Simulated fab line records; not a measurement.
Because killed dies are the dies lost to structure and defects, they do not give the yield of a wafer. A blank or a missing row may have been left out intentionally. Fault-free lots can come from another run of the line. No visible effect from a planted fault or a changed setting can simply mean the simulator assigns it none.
fab line records	flow n5Finfet
record: lots: 5	wafers: 15	lastDay: 16
route steps=1938 shown BEOL_M5@1138
lots that met no fault: from a run of the same line without faults
startH: the number of hours between the record's first day and the start of the first shown wafer of the lot	waitH: hours elapsed since this lot's preceding step	" identical to the entry in the row above	L1.1+2: several wafers, shown together as one row	- either no value or no given start	* or withheld: withheld	< > ~ a bound
route shown NAME@n: NAME is a module with steps in the file, n the number in the route of the first one	usual: mean and standard deviation over wafers with no fault	same: alike in all rows	chamber/n: place in a boat	sites: the reading at each site	_std_site: how widely they spread, as a standard deviation	_edge_site: the outer-site mean with the inner-site mean subtracted	radiusMm: how far each site lies from the wafer's centre	mask NAME#n: copy n	behind: the last tool/chamber to shape the wafer	hold: why the lot went on hold/how many hours it stayed there/how the hold came to an end	device: the transistor (n, p or np) that didn't switch	end of line: tests of these same wafers at the route's end	a step given without rows: its recipe and nothing more	killed: count of dies lost to structure and defects at first sort (not the wafer's yield)	map: per-die view of a wafer (x killed, . not killed, _ where there is no die)
set.NAME: the setting as run; set.NAME@STEP: as run at that earlier step	model.NAME: the simulator's own value behind a step, which no gauge read
a table for each step, a row for each wafer; lots at some steps of the route
services: when a tool's chamber went out of use (startH, in hours from the record's first day, below 0 if earlier), for how many hours, and the reason
== steps ==
step: N5_BEOL_M5_CD_MEAS_18
recipe: pitchNm: 56	targetCdNm: 28
usual: cdNm: 28.0/0.33
lot.wafer	tool	chamber	startH	waitH	cdNm
L074.2	cdSem-02	-	170.08	0.1	28.0
L074.3	"	-	"	"	28.4
L074.5	"	-	"	"	28.0
L076.1	cdSem-02	-	188.24	0.0	28.4
L076.3	"	-	"	"	28.2
L076.4	"	-	"	"	28.2
L078.1	cdSem-03	-	190.79	0.0	28.1
L078.2	"	-	"	"	27.3
L078.3	"	-	"	"	28.0
L089.1	cdSem-02	-	265.45	0.1	28.3
L089.3	"	-	"	"	28.5
L089.5	"	-	"	"	28.3
L090.1	cdSem-02	-	273.21	0.0	28.1
L090.5	"	-	"	"	28.2
L090.6	"	-	"	"	27.8
step: N5_BEOL_M5_COAT_65
recipe: resist: SOC	tempC: 250	timeS: 60	spinRpm: 1500	resistThkNm: 60
usual: chillPlateTempC: 23.02/0.13
lot.wafer	tool	chamber	startH	waitH	chillPlateTempC
L074.2	lithoTrack-03	0	171.31	1.2	22.95
L074.3	"	0	"	"	23.13
L074.5	"	0	"	"	23.06
L076.1	lithoTrack-03	0	188.30	0.1	23.12
L076.3	"	0	"	"	23.11
L076.4	"	0	"	"	23.12
L078.1	lithoTrack-02	0	191.05	0.3	23.11
L078.2	"	0	"	"	23.14
L078.3	"	0	"	"	23.08
L089.1	lithoTrack-02	0	267.49	2.0	23.16
L089.3	"	0	"	"	23.05
L089.5	"	0	"	"	23.18
L090.1	lithoTrack-03	0	274.14	0.9	22.87
L090.5	"	0	"	"	23.03
L090.6	"	0	"	"	23.20
step: N5_BEOL_M5_COAT_66
recipe: resist: SiARC	tempC: 220	timeS: 60	spinRpm: 1500	resistThkNm: 12
usual: chillPlateTempC: 23.01/0.1
lot.wafer	tool	chamber	startH	waitH	chillPlateTempC
L074.2	lithoTrack-03	0	-	-	23.10
L074.3	"	0	"	"	23.13
L074.5	"	0	"	"	23.04
L076.1	lithoTrack-03	0	-	-	22.93
L076.3	"	0	"	"	23.14
L076.4	"	0	"	"	23.10
L078.1	lithoTrack-02	0	-	-	23.11
L078.2	"	0	"	"	23.01
L078.3	"	0	"	"	23.00
L089.1	lithoTrack-02	0	-	-	22.99
L089.3	"	0	"	"	23.02
L089.5	"	0	"	"	23.14
L090.1	lithoTrack-03	0	-	-	23.15
L090.5	"	0	"	"	22.71
L090.6	"	0	"	"	22.83
step: N5_BEOL_M5_COAT_74
recipe: resist: underlayer	tempC: 205	timeS: 60	spinRpm: 1500	resistThkNm: 5
usual: chillPlateTempC: 22.99/0.1
lot.wafer	tool	chamber	startH	waitH	chillPlateTempC
L074.2	lithoTrack-03	0	-	-	22.98
L074.3	"	0	"	"	22.93
L074.5	"	0	"	"	22.93
L076.1	lithoTrack-03	0	-	-	22.76
L076.3	"	0	"	"	22.94
L076.4	"	0	"	"	23.01
L078.1	lithoTrack-02	0	-	-	22.98
L078.2	"	0	"	"	23.06
L078.3	"	0	"	"	23.01
L089.1	lithoTrack-02	0	-	-	22.96
L089.3	"	0	"	"	23.03
L089.5	"	0	"	"	22.84
L090.1	lithoTrack-03	0	-	-	23.15
L090.5	"	0	"	"	22.97
L090.6	"	0	"	"	22.90
step: N5_BEOL_M5_COAT_22
recipe: resist: CAR-EUV	spinRpm: 1500	resistThkNm: 30
usual: chillPlateTempC: 22.99/0.093
lot.wafer	tool	chamber	startH	waitH	chillPlateTempC
L074.2	lithoTrack-03	0	-	-	22.96
L074.3	"	0	"	"	22.84
L074.5	"	0	"	"	23.01
L076.1	lithoTrack-03	0	-	-	22.89
L076.3	"	0	"	"	22.97
L076.4	"	0	"	"	22.97
L078.1	lithoTrack-02	0	-	-	23.04
L078.2	"	0	"	"	23.00
L078.3	"	0	"	"	22.89
L089.1	lithoTrack-02	0	-	-	23.18
L089.3	"	0	"	"	23.08
L089.5	"	0	"	"	23.08
L090.1	lithoTrack-03	0	-	-	22.89
L090.5	"	0	"	"	22.94
L090.6	"	0	"	"	22.92
step: N5_BEOL_M5_EBR_24
recipe: solvent: PGMEA	ebrWidthMm: 1.5
usual: chillPlateTempC: 23.00/0.11
lot.wafer	tool	chamber	startH	waitH	chillPlateTempC
L074.2	lithoTrack-03	0	-	-	22.97
L074.3	"	0	"	"	23.02
L074.5	"	0	"	"	23.14
L076.1	lithoTrack-03	0	-	-	23.06
L076.3	"	0	"	"	23.14
L076.4	"	0	"	"	23.20
L078.1	lithoTrack-02	0	-	-	23.01
L078.2	"	0	"	"	22.95
L078.3	"	0	"	"	22.93
L089.1	lithoTrack-02	0	-	-	23.06
L089.3	"	0	"	"	22.90
L089.5	"	0	"	"	22.96
L090.1	lithoTrack-03	0	-	-	23.08
L090.5	"	0	"	"	23.07
L090.6	"	0	"	"	23.12
step: N5_BEOL_M5_SOFTBAKE_23
recipe: tempC: 110	timeS: 60	resist: CAR-EUV
usual: chillPlateTempC: 23.01/0.1
lot.wafer	tool	chamber	startH	waitH	chillPlateTempC
L074.2	lithoTrack-03	0	-	-	22.95
L074.3	"	0	"	"	22.93
L074.5	"	0	"	"	23.03
L076.1	lithoTrack-03	0	-	-	22.94
L076.3	"	0	"	"	23.06
L076.4	"	0	"	"	23.05
L078.1	lithoTrack-02	0	-	-	23.24
L078.2	"	0	"	"	23.08
L078.3	"	0	"	"	22.98
L089.1	lithoTrack-02	0	-	-	23.12
L089.3	"	0	"	"	23.00
L089.5	"	0	"	"	23.00
L090.1	lithoTrack-03	0	-	-	22.96
L090.5	"	0	"	"	22.81
L090.6	"	0	"	"	23.18
step: N5_BEOL_M5_EXPOSE_25
recipe: maskId: V4	na: 0.33	sourceShape: quasar	sigmaInner: 0.2	sigmaOuter: 0.6	polarization: unpolarized	defocusNm: 10	doseMj: 52.75
lot.wafer	tool	chamber	startH	waitH	mask
L074.2+3+5	euvScanner-01	0	171.59	-	V4#0
L076.1+3+4	euvScanner-01	0	188.56	-	V4#0
L078.1+2+3	euvScanner-01	0	191.19	-	V4#0
L089.1+3+5	euvScanner-01	0	267.75	-	V4#0
L090.1+5+6	euvScanner-02	0	274.29	-	V4#0
step: N5_BEOL_M5_PEB_26
recipe: pebTempC: 100	pebTimeS: 60	resist: CAR-EUV
usual: chillPlateTempC: 23.01/0.099
lot.wafer	tool	chamber	startH	waitH	chillPlateTempC
L074.2	lithoTrack-03	0	171.65	0.1	23.19
L074.3	"	0	"	"	23.18
L074.5	"	0	"	"	23.26
L076.1	lithoTrack-02	0	188.63	0.1	22.99
L076.3	"	0	"	"	22.96
L076.4	"	0	"	"	23.00
L078.1	lithoTrack-02	0	191.26	0.1	23.24
L078.2	"	0	"	"	23.00
L078.3	"	0	"	"	23.06
L089.1	lithoTrack-03	0	267.82	0.1	23.17
L089.3	"	0	"	"	23.03
L089.5	"	0	"	"	23.05
L090.1	lithoTrack-02	0	274.36	0.1	23.00
L090.5	"	0	"	"	22.97
L090.6	"	0	"	"	23.07
step: N5_BEOL_M5_DEVELOP_27
recipe: developTimeS: 30	developer: TMAH	resist: CAR-EUV	rinseLiquid: surfactantRinse	dry: airSpin	devTempC: 23
usual: chillPlateTempC: 22.98/0.12
lot.wafer	tool	chamber	startH	waitH	chillPlateTempC
L074.2	lithoTrack-03	0	-	-	22.90
L074.3	"	0	"	"	22.89
L074.5	"	0	"	"	22.92
L076.1	lithoTrack-02	0	-	-	23.04
L076.3	"	0	"	"	22.91
L076.4	"	0	"	"	23.00
L078.1	lithoTrack-02	0	-	-	23.01
L078.2	"	0	"	"	22.91
L078.3	"	0	"	"	23.07
L089.1	lithoTrack-03	0	-	-	22.64
L089.3	"	0	"	"	22.89
L089.5	"	0	"	"	22.91
L090.1	lithoTrack-02	0	-	-	22.98
L090.5	"	0	"	"	22.77
L090.6	"	0	"	"	23.06
step: N5_BEOL_M5_CD_MEAS_28
recipe: targetCdNm: 30.6	landingEnergyEv: 500	detector: seInlens	targetCdYNm: 20	polarity: opening
usual: cdNm: 30.52/0.27
lot.wafer	tool	chamber	startH	waitH	cdNm
L074.2	cdSem-03	0	171.72	-	29.92
L074.3	"	0	"	"	30.92
L074.5	"	0	"	"	30.40
L076.1	cdSem-01	0	188.70	-	30.52
L076.3	"	0	"	"	30.69
L076.4	"	0	"	"	30.25
L078.1	cdSem-02	0	191.33	-	30.59
L078.2	"	0	"	"	30.30
L078.3	"	0	"	"	30.91
L089.1	cdSem-03	0	267.89	-	30.23
L089.3	"	0	"	"	30.27
L089.5	"	0	"	"	30.16
L090.1	cdSem-01	0	274.43	-	30.43
L090.5	"	0	"	"	30.32
L090.6	"	0	"	"	29.99
step: N5_BEOL_M5_OVL_MEAS_29
recipe: pointsPerWafer: 522
usual: V4_OVL: -0.1/0.66
same: pointsPerWafer: 522
lot.wafer	tool	chamber	startH	waitH	V4_OVL[nm]
L074.2	overlay-02	0	171.75	0.0	-0.4
L074.3	"	0	"	"	-0.4
L074.5	"	0	"	"	-0.8
L076.1	overlay-01	0	188.73	0.0	0.0
L076.3	"	0	"	"	0.1
L076.4	"	0	"	"	0.0
L078.1	overlay-01	0	191.36	0.0	-0.6
L078.2	"	0	"	"	-0.5
L078.3	"	0	"	"	0.5
L089.1	overlay-01	0	267.92	0.0	0.4
L089.3	"	0	"	"	-0.6
L089.5	"	0	"	"	-0.8
L090.1	overlay-02	0	274.46	0.0	0.5
L090.5	"	0	"	"	0.2
L090.6	"	0	"	"	0.0
step: N5_BEOL_M5_INSPECT_30
recipe: mode: adi	inspectInstrument: brightfield
usual: rawDefectCount: 382/87
lot.wafer	tool	chamber	startH	waitH	rawDefectCount
L074.2	defectInspect-02	-	171.81	0.0	278
L074.3	"	-	"	"	409
L074.5	"	-	"	"	475
L076.1	defectInspect-01	-	188.79	0.1	305
L076.3	"	-	"	"	352
L076.4	"	-	"	"	231
L078.1	defectInspect-02	-	191.41	0.1	318
L078.2	"	-	"	"	282
L078.3	"	-	"	"	270
L089.1	defectInspect-01	-	267.98	0.1	502
L089.3	"	-	"	"	638
L089.5	"	-	"	"	406
L090.1	defectInspect-01	-	274.51	0.1	393
L090.5	"	-	"	"	412
L090.6	"	-	"	"	410
step: N5_BEOL_M5_DESCUM_33
recipe: chemistry: O2	timeS: 7	sourcePowerW: 50	biasPowerW: 20	pressureMtorr: 20	rfFrequencyHz: 2.712e+07	tempC: 40	resist: CAR-EUV	o2FlowSccm: 225
usual: drypumpMotorCurrentA: 5.6/0.37	oesProductAu: 0.80/0.092	rfVppV: 242.9/1.6	showerheadPlenumPTorr: 2.08/0.089	tempC: 39.99/0.12	throttleValvePct: 20.38/0.29
lot.wafer	tool	chamber	startH	waitH	drypumpMotorCurrentA	oesProductAu	rfHoursCounterH	rfVppV	showerheadPlenumPTorr	tempC	throttleValvePct
L074.2	rieDiel-03	3	171.84	0.0	5.5	0.75	137	243.5	2.11	40.16	20.17
L074.3	"	2	"	"	5.1	0.72	218	243.1	2.14	39.85	20.41
L074.5	"	3	"	"	5.4	0.75	-	243.2	2.11	39.99	20.17
L076.1	rieDiel-02	2	188.82	0.0	5.5	0.88	34	241.7	2.04	40.07	20.12
L076.3	"	3	"	"	6.2	0.68	243	240.8	1.99	40.05	20.76
L076.4	"	2	"	"	5.5	0.87	-	243.4	2.04	40.08	20.13
L078.1	rieDiel-05	2	191.45	0.0	5.3	0.68	236	245.8	2.16	40.06	21.06
L078.2	"	0	"	"	5.5	0.74	163	240.4	2.01	39.86	20.63
L078.3	"	3	"	"	5.8	0.73	180	240.4	1.97	39.81	20.44
L089.1	rieDiel-02	3	268.58	0.6	6.2	0.93	13	245.1	2.25	40.08	20.50
L089.3	"	2	"	"	5.5	0.84	51	243.5	2.04	39.87	20.16
L089.5	"	0	"	"	5.3	0.82	-	242.6	2.12	40.05	20.24
L090.1	rieDiel-02	2	274.55	0.0	5.6	0.84	53	242.6	2.04	40.08	20.16
L090.5	"	3	"	"	6.2	0.91	-	245.2	2.25	40.04	20.50
L090.6	"	0	"	"	5.3	0.82	-	243.6	2.12	40.10	20.24
step: N5_BEOL_M5_ETCH_75
recipe: chemistry: N2/H2	target: underlayer	targetDepthA: 65	maskMaterial: CAR-EUV	timeS: 5.2	ionEnergyEv: 200	pressureMtorr: 30	sourceW: 840	biasW: 150	n2FlowSccm: 200	h2FlowSccm: 200	ends: cleared
usual: biasW: 150.0/0.44	drypumpMotorCurrentA: 5.6/0.37	etchRfOnTimeS: 5.21/0.14	oesProductAu: 0.68/0.079	rfVppV: 523.4/2.9	showerheadPlenumPTorr: 2.53/0.1	throttleValvePct: 17.8/0.33
lot.wafer	tool	chamber	startH	waitH	biasW	drypumpMotorCurrentA	etchRfOnTimeS	oesProductAu	rfHoursCounterH	rfVppV	showerheadPlenumPTorr	throttleValvePct
L074.2	rieDiel-03	3	171.87	0.0	150.8	5.4	5.37	0.62	137	524.1	2.54	17.5
L074.3	"	2	"	"	149.8	5.1	5.15	0.61	218	524.7	2.63	18.1
L074.5	"	3	"	"	150.9	5.5	5.31	0.63	-	523.6	2.54	17.5
L076.1	rieDiel-02	2	188.86	0.0	150.2	5.6	5.11	0.75	34	522.3	2.49	17.6
L076.3	"	3	"	"	150.1	6.2	5.35	0.58	243	519.0	2.40	18.2
L076.4	"	2	"	"	150.1	5.5	5.09	0.74	-	523.6	2.49	17.6
L078.1	rieDiel-05	2	191.48	0.0	150.4	5.3	5.32	0.57	236	527.3	2.61	18.4
L078.2	"	0	"	"	149.8	5.4	5.05	0.64	163	521.8	2.45	18.2
L078.3	"	3	"	"	150.1	5.8	5.42	0.61	180	522.5	2.42	18.0
L089.1	rieDiel-02	3	268.61	0.0	149.6	6.2	5.19	0.78	13	529.0	2.71	17.8
L089.3	"	2	"	"	150.2	5.6	5.08	0.71	51	522.6	2.48	17.6
L089.5	"	0	"	"	149.5	5.3	5.15	0.70	-	526.5	2.57	17.7
L090.1	rieDiel-02	2	274.58	0.0	150.1	5.5	5.15	0.70	53	521.8	2.48	17.6
L090.5	"	3	"	"	150.5	6.2	5.23	0.78	-	528.6	2.71	17.8
L090.6	"	0	"	"	150.4	5.3	5.19	0.70	-	526.6	2.57	17.7
step: N5_BEOL_M5_ETCH_67
recipe: chemistry: CF4	target: SiARC	targetDepthA: 156	maskMaterial: CAR-EUV	timeS: 26	ionEnergyEv: 80	pressureMtorr: 40	sourceW: 545	biasW: 36	Ar_flow_sccm: 100	cf4FlowSccm: 100	ends: cleared
usual: biasW: 35.97/0.12	drypumpMotorCurrentA: 5.6/0.37	etchRfOnTimeS: 26.1/0.67	oesProductAu: 0.68/0.079	rfVppV: 184.0/1.3	showerheadPlenumPTorr: 2.13/0.081	throttleValvePct: 15.55/0.27
lot.wafer	tool	chamber	startH	waitH	biasW	drypumpMotorCurrentA	etchRfOnTimeS	oesProductAu	rfHoursCounterH	rfVppV	showerheadPlenumPTorr	throttleValvePct
L074.2	rieDiel-03	3	171.89	0.0	36.17	5.5	26.4	0.63	137	184.3	2.15	15.35
L074.3	"	2	"	"	36.11	5.1	25.7	0.61	218	183.4	2.21	15.76
L074.5	"	3	"	"	36.17	5.4	26.4	0.64	-	184.7	2.15	15.36
L076.1	rieDiel-02	2	188.88	0.0	35.97	5.6	26.0	0.73	34	183.7	2.10	15.33
L076.3	"	3	"	"	35.98	6.2	26.8	0.57	243	183.7	2.03	15.86
L076.4	"	2	"	"	35.99	5.6	25.8	0.74	-	182.8	2.10	15.33
L078.1	rieDiel-05	2	191.50	0.0	35.70	5.3	27.0	0.57	236	183.7	2.18	16.04
L078.2	"	0	"	"	35.85	5.4	25.7	0.62	163	184.4	2.05	15.74
L078.3	"	3	"	"	36.15	5.7	27.9	0.61	180	182.6	2.05	15.85
L089.1	rieDiel-02	3	268.63	0.0	35.97	6.2	25.8	0.79	13	186.2	2.27	15.41
L089.3	"	2	"	"	36.09	5.5	25.7	0.72	51	182.8	2.09	15.37
L089.5	"	0	"	"	35.88	5.3	25.9	0.69	-	184.3	2.18	15.48
L090.1	rieDiel-02	2	274.60	0.0	36.07	5.5	25.4	0.71	53	183.6	2.09	15.38
L090.5	"	3	"	"	36.00	6.2	25.9	0.77	-	184.3	2.27	15.43
L090.6	"	0	"	"	35.64	5.3	25.5	0.69	-	183.5	2.17	15.48
step: N5_BEOL_M5_ETCH_68
recipe: chemistry: N2/H2	target: SOC	targetDepthA: 800	overetchA: 160	maskMaterial: SiARC	tempC: 40	timeS: 120	ionEnergyEv: 200	pressureMtorr: 30	sourceW: 840	biasW: 150	n2FlowSccm: 200	h2FlowSccm: 200
usual: biasW: 149.9/0.43	drypumpMotorCurrentA: 5.6/0.37	oesProductAu: 0.61/0.066	rfVppV: 524/3	showerheadPlenumPTorr: 2.53/0.1	tempC: 39.99/0.12	throttleValvePct: 17.8/0.33
lot.wafer	tool	chamber	startH	waitH	biasW	drypumpMotorCurrentA	oesProductAu	rfHoursCounterH	rfVppV	showerheadPlenumPTorr	tempC	throttleValvePct
L074.2	rieDiel-03	3	171.92	0.0	151.1	5.5	0.58	137	525	2.54	39.82	17.4
L074.3	"	2	"	"	149.8	5.1	0.55	218	526	2.63	39.98	18.1
L074.5	"	3	"	"	150.9	5.5	0.57	-	524	2.54	39.96	17.4
L076.1	rieDiel-02	2	188.90	0.0	149.2	5.5	0.66	34	523	2.49	39.91	17.5
L076.3	"	3	"	"	149.6	6.2	0.53	243	521	2.40	39.84	18.1
L076.4	"	2	"	"	150.0	5.5	0.66	-	521	2.49	40.05	17.5
L078.1	rieDiel-05	2	191.53	0.0	150.2	5.3	0.52	236	527	2.61	39.83	18.4
L078.2	"	0	"	"	150.5	5.4	0.55	163	521	2.45	40.13	18.2
L078.3	"	3	"	"	150.6	5.8	0.56	180	519	2.42	39.78	18.0
L089.1	rieDiel-02	3	268.66	0.0	150.0	6.2	0.70	13	529	2.71	40.01	17.8
L089.3	"	2	"	"	150.6	5.5	0.64	51	522	2.48	40.05	17.6
L089.5	"	0	"	"	149.4	5.3	0.62	-	523	2.57	40.07	17.6
L090.1	rieDiel-02	2	274.63	0.0	149.5	5.6	0.63	53	522	2.48	40.00	17.6
L090.5	"	3	"	"	149.8	6.2	0.69	-	529	2.71	39.99	17.8
L090.6	"	0	"	"	149.4	5.3	0.62	-	525	2.57	40.04	17.6
step: N5_BEOL_M5_STRIP_69
recipe: chemistry: N2/H2	tempC: 40	n2FlowSccm: 200	h2FlowSccm: 200	rfFrequencyHz: 6e+07
lot.wafer	tool	chamber	startH	waitH
L074.2+3+5	rieDiel-03	3,2,3	172.00	0.0
L076.1+3+4	rieDiel-02	2,3,2	188.98	0.0
L078.1+2+3	rieDiel-05	2,0,3	191.61	0.0
L089.1+3+5	rieDiel-02	3,2,0	268.74	0.0
L090.1+5+6	rieDiel-02	2,3,0	274.71	0.0
step: N5_BEOL_M5_STRIP_76
recipe: chemistry: N2/H2	tempC: 40	n2FlowSccm: 200	h2FlowSccm: 200	rfFrequencyHz: 6e+07
lot.wafer	tool	chamber	startH	waitH
L074.2+3+5	rieDiel-03	3,2,3	172.01	0.0
L076.1+3+4	rieDiel-02	2,3,2	188.99	0.0
L078.1+2+3	rieDiel-05	2,0,3	191.62	0.0
L089.1+3+5	rieDiel-02	3,2,0	268.75	0.0
L090.1+5+6	rieDiel-02	2,3,0	274.72	0.0
step: N5_BEOL_M5_VIA_ETCH_34
recipe: chemistry: C4F6/O2	target: SiCOH_lowk	targetDepthA: 883	maskMaterial: SOC	taperDeg: 4	timeS: 39.2	ionEnergyEv: 250	pressureMtorr: 30	sourceW: 345	biasW: 185	Ar_flow_sccm: 300	C4F6_flow_sccm: 10	O2_flow_sccm: 10
usual: C4F6_flow_sccm: 10.002/0.03	biasW: 185.0/0.54	drypumpMotorCurrentA: 5.6/0.37	oes_ar_750_au: 0.79/0.086	oesProductAu: 0.80/0.093	rfVppV: 668/8.9	showerheadPlenumPTorr: 2.83/0.11	throttleValvePct: 20.83/0.23
lot.wafer	tool	chamber	startH	waitH	C4F6_flow_sccm	biasW	drypumpMotorCurrentA	oes_ar_750_au	oesProductAu	rfHoursCounterH	rfVppV	showerheadPlenumPTorr	throttleValvePct
L074.2	rieDiel-03	3	172.02	0.0	10.028	185.2	5.5	0.75	0.74	137	675	2.86	20.65
L074.3	"	2	"	"	10.014	184.6	5.1	0.73	0.71	218	663	2.93	20.99
L074.5	"	3	"	"	10.063	183.8	5.5	0.74	0.74	-	676	2.86	20.64
L076.1	rieDiel-02	2	189.00	0.0	10.015	185.3	5.5	0.87	0.88	34	668	2.80	20.71
L076.3	"	3	"	"	9.986	184.2	6.2	0.68	0.67	243	654	2.68	21.00
L076.4	"	2	"	"	10.028	186.1	5.5	0.86	0.86	-	667	2.80	20.70
L078.1	rieDiel-05	2	191.63	0.0	10.056	185.3	5.3	0.67	0.67	236	671	2.89	21.24
L078.2	"	0	"	"	10.033	185.2	5.4	0.74	0.74	163	673	2.74	21.13
L078.3	"	3	"	"	9.988	184.5	5.8	0.72	0.72	180	668	2.72	21.04
L089.1	rieDiel-02	3	268.76	0.0	9.982	184.6	6.2	0.90	0.92	13	665	3.01	20.73
L089.3	"	2	"	"	10.007	185.0	5.5	0.83	0.84	51	668	2.79	20.72
L089.5	"	0	"	"	9.962	185.8	5.3	0.81	0.83	-	679	2.89	20.77
L090.1	rieDiel-02	2	274.73	0.0	9.999	185.2	5.6	0.83	0.84	53	667	2.79	20.74
L090.5	"	3	"	"	10.013	185.0	6.2	0.89	0.91	-	664	3.01	20.73
L090.6	"	0	"	"	9.993	185.5	5.3	0.81	0.82	-	679	2.89	20.75
== services ==
tool	chamber	startH	hours	kind
euvScanner-01	-	148.92	4.6	pm
euvScanner-02	-	155.56	1.0	pm
euvScanner-01	-	164.26	1.0	pm
rieDiel-05	1	177.00	-	clean
rieDiel-05	1	177.00	-	consumableReplace:focusRing
rieDiel-05	1	177.00	-	consumableReplace:showerhead
rieDiel-05	1	177.00	19.3	scheduledDown
rieDiel-05	1	177.00	19.3	ventCycle
rieDiel-02	1	180.96	-	clean
rieDiel-02	1	180.96	-	consumableReplace:focusRing
rieDiel-02	1	180.96	15.2	scheduledDown
rieDiel-02	1	180.96	15.2	ventCycle
rieDiel-02	3	207.76	-	clean
rieDiel-02	3	207.76	-	consumableReplace:focusRing
rieDiel-02	3	207.76	-	consumableReplace:showerhead
euvScanner-02	-	211.71	1.0	pm
rieDiel-02	2	216.74	15.8	repair
euvScanner-01	-	220.41	1.0	pm
euvScanner-02	-	228.13	0.9	repair
euvScanner-01	-	232.70	1.5	repair
rieDiel-02	2	241.45	6.8	repair
rieDiel-03	3	260.48	12.1	repair
euvScanner-02	-	265.76	0.2	repair
euvScanner-02	-	267.86	1.0	pm
== key ==
fault none
